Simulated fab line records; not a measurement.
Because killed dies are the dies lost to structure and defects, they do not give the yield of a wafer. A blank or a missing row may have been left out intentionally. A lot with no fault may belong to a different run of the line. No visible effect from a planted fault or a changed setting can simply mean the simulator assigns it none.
Matching of chambers + flow n5-finfet + N5_BEOL_M9_CURE_71 on uv-cure-01: 3 sister chambers
The step cures SiCOH lowk, time 240 s. 6 wafers are shown with their chamber, then 10 later ones without.

== WAFERS, EACH WITH ITS CHAMBER ==
| wafer  | chamber | wafer_temp_C_max | lamp-power-pct (%) |
|--------|---------|------------------|--------------------|
| L075.4 | 0       | 386.2            | 52.27              |
| L075.5 | 0       | 386.2            | 52.20              |
| L090.5 | 1       | 387.0            | 52.30              |
| L090.6 | 1       | 386.4            | 52.28              |
| L091.2 | 2       | 386.6            | 52.26              |
| L091.4 | 2       | 387.5            | 52.30              |

== WAFERS MISSING THEIR CHAMBER ==
| wafer  | wafer_temp_C_max | lamp-power-pct (%) |
|--------|------------------|--------------------|
| L091.5 | 386.5            | 52.24              |
| L093.1 | 386.0            | 52.42              |
| L093.3 | 385.9            | 52.35              |
| L093.6 | 386.2            | 52.42              |
| L095.3 | 387.4            | 52.31              |
| L095.4 | 387.1            | 52.32              |
| L095.5 | 387.4            | 52.26              |
| L097.1 | 387.3            | 52.36              |
| L097.2 | 385.8            | 52.25              |
| L097.3 | 387.3            | 52.33              |

== WHICH CHAMBER EACH WENT THROUGH ==
| wafer  | from the rows above          | in truth |
|--------|------------------------------|----------|
| L091.5 | can't be placed: 0 or 1 or 2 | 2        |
| L093.1 | can't be placed: 1 or 2 or 0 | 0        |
| L093.3 | can't be placed: 1 or 2 or 0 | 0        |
| L093.6 | can't be placed: 1 or 2 or 0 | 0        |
| L095.3 | can't be placed: 2 or 1      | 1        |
| L095.4 | can't be placed: 2 or 1      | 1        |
| L095.5 | can't be placed: 2 or 1 or 0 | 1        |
| L097.1 | can't be placed: 2 or 1      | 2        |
| L097.2 | can't be placed: 0 or 1 or 2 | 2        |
| L097.3 | can't be placed: 2 or 1      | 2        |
Correctly placed: 0 of 10. From these rows, 10 cannot be placed; in 10 the true chamber is one of the candidates. Wrongly placed: 0.
How it was worked out, from the rows above alone: a wafer's distance from a chamber is the root of the sum, over the readings, of the square of ((its reading less the chamber's mean) divided by the reading's scatter). The wafer belongs to the nearest chamber; if the next one is less than 2 further off, it can't be placed. Each chamber's mean is taken over the wafers shown for it. The scatter is the square root of a quotient: the sum, over the shown wafers, of each reading's squared deviation from its chamber's mean, divided by wafers minus chambers.
